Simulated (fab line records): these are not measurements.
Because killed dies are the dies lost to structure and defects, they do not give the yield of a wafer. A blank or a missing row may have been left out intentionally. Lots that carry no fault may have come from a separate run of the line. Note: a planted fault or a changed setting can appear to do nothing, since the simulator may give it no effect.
Problem report in the 8D (eight disciplines) form, filled by code + flow nand_harc + the parts of the form that need people (team, actions taken, sign-off) are left out

## 1. THE PROBLEM
At NHARC_P_BONDPAD_EXPOSE_06, exposure_dose_mJ_cm2 averages 34.80 over 6 wafers from 2 lots, while fault-free wafers read 37.27, standard deviation 0.25. That puts it -9.9 standard deviations away from the usual mean.
The step: exposes mask P BPAD.
Seen first at day 11 00:06 on krf_scanner-03, wafer L314.1. Wafers with a number at this step in the record: 36, from 12 lots. By rule, "out" or "out of limits" means more than 4 standard deviations away from the usual mean. Any other wafer with a number is counted as sound.

## 2. WHAT THIS IS AND IS NOT
| question                    | is                     | is not                                                                                 |
|-----------------------------|------------------------|----------------------------------------------------------------------------------------|
| which readings at this step | exposure_dose_mJ_cm2   | -                                                                                      |
| which lots                  | L314, L317             | L304, L305, L306, L309, L311, L312, L321, L323, L324, L325                             |
| which wafers of those lots  | all that have a number | -                                                                                      |
| read on which tools         | krf_scanner-03         | krf_scanner-01, krf_scanner-04                                                         |
| when                        | from day 11 00:06      | up to then (18 sound wafers); but 12 sound wafers of L321, L323, L324, L325 came after |

## 3. SUSPECTS, AND WHAT RULES EACH OUT
Counting: a tool at any process step up to the reading remains a suspect when it ran all the lots that are out and ran no sound lot after the first of those.
- pvd_sputter-01 at NHARC_P_M2_PVD_21 (deposits Cu, target thk 30 nm, time 20.49 s): ruled out as a lasting fault. Following L314 (day 11 00:06), the first lot on it that is out, the sound lots L324, L325 were run on it. Because NHARC_P_M2_PVD_21 lacks a start for some lots, the hours and order of its lots are taken from NHARC_P_BONDPAD_EXPOSE_06.
- krf_scanner-03 at NHARC_P_BONDPAD_EXPOSE_06 (exposes mask P BPAD): kept. It processed each lot that is out, first L314 at day 11 00:06, and no sound lot thereafter; up to then, the last sound lot it processed was L312 at day 10 01:22. Its own exposure_dose_mJ_cm2 readings are out on those wafers.
Remaining after the count: krf_scanner-03 at NHARC_P_BONDPAD_EXPOSE_06.

## 4. THE CAUSE (what the simulator had put in)
Drift in process parameters on krf_scanner-03 at NHARC_P_BONDPAD_EXPOSE_06, starting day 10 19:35. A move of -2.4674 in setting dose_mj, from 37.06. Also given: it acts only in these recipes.
After counting, this tool was the only one left.

## 5. THE CHAIN OF EFFECTS, in route order
One row per reading whose mean, taken over the struck wafers that have a number, lies over 3 standard deviations from the usual. Only readings whose record carries a usual standard deviation are examined. hours: median over the lots of the time between each lot's start at the first step of this table that gives one and its start at this step. sigmas: the change, counted in usual standard deviations.
| hours | step                      | reading              | usual | on struck wafers | change | sigmas |
|-------|---------------------------|----------------------|-------|------------------|--------|--------|
| 0     | NHARC_P_BONDPAD_EXPOSE_06 | exposure_dose_mJ_cm2 | 37.27 | 34.80            | -2.47  | -9.9   |
Process steps it contains:
- NHARC_P_BONDPAD_EXPOSE_06: exposes mask P BPAD.
Later measuring or inspecting steps at which every struck wafer that the step has a row for has a number for every such reading, and none has moved that far: NHARC_END_SORT_01.

## 6. HOW IT WOULD HAVE BEEN CAUGHT EARLIER
In this record no reading fell out of limits until day 11 00:06, 5 hours after the fault had begun at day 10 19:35.
